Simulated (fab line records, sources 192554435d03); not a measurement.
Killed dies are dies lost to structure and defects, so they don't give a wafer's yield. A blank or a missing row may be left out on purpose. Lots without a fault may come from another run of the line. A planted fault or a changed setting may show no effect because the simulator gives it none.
One fault seen from 2 desks | flow n5_finfet | each desk has only its own numbers; what lay behind them comes last

THE METROLOGY DESK
What the gauges read, lot by lot, whatever tool the lot ran on: means of the sampled wafers that have a number. A lot is out of limits, marked OUT, if its mean lies more than 4 standard deviations from the usual mean; the brackets give that distance.
Columns: A = MIM_BOT_OVL at N5_MIM_BOT_LITHO_OVL_MEAS_11, usual 3 nm; B = PAD_OVL at N5_PASSIVATION_OVL_MEAS_63, usual 2 nm
lot  | first seen here | A  | B
L666 | day 12 11:26    | 9  | 8
L668 | day 12 12:41    | 6  | 3
L670 | day 13 01:12    | 9  | 6
L673 | day 14 12:16    | -1 | 6
L675 | day 14 13:01    | 3  | 5
L680 | day 15 14:22    | 6  | -5
L685 | day 17 04:14    | 1  | -3
L686 | day 17 08:00    | -2 | 1
L688 | day 17 13:01    | -3 | 1
L687 | day 17 15:36    | -2 | 6
L682 | day 18 08:08    | 3  | -5
This desk's finding: nothing out of limits on any of the 11 lots.

THE TOOL OWNER'S DESK: pvd_sputter-02
The tool's own readings at N5_BEOL_M5_SPUTTER_83 (material Cu, target thk 15 nm, time 27.62 s): means of the sampled wafers that have a number, for each lot that ran on this tool. A lot is out of limits, marked OUT, if its mean lies more than 4 standard deviations from the usual mean; the brackets give that distance.
Columns: A = susceptor_temp_C at N5_BEOL_M5_SPUTTER_83, usual -19.99 C; B = throttle_valve_pct at N5_BEOL_M5_SPUTTER_83, usual 29.7 %
lot  | first seen here | A      | B
L666 | day 8 19:33     | -20.00 | 29.7
L668 | day 9 00:22     | -20.11 | 29.2
L670 | day 9 19:39     | -20.11 | 29.3
L673 | day 10 20:28    | -20.00 | 29.8
L675 | day 11 05:03    | -19.89 | 29.6
L687 | day 14 01:50    | -20.08 | 29.4
L688 | day 14 08:55    | -19.90 | 29.3
L682 | day 14 18:49    | -20.03 | 29.2
This desk's finding: nothing out of limits on any of the 8 lots.

PUT TOGETHER
The metrology desk saw nothing out of limits.
The tool owner's desk saw nothing out of limits.

WHAT THE SIMULATOR HAD PUT IN
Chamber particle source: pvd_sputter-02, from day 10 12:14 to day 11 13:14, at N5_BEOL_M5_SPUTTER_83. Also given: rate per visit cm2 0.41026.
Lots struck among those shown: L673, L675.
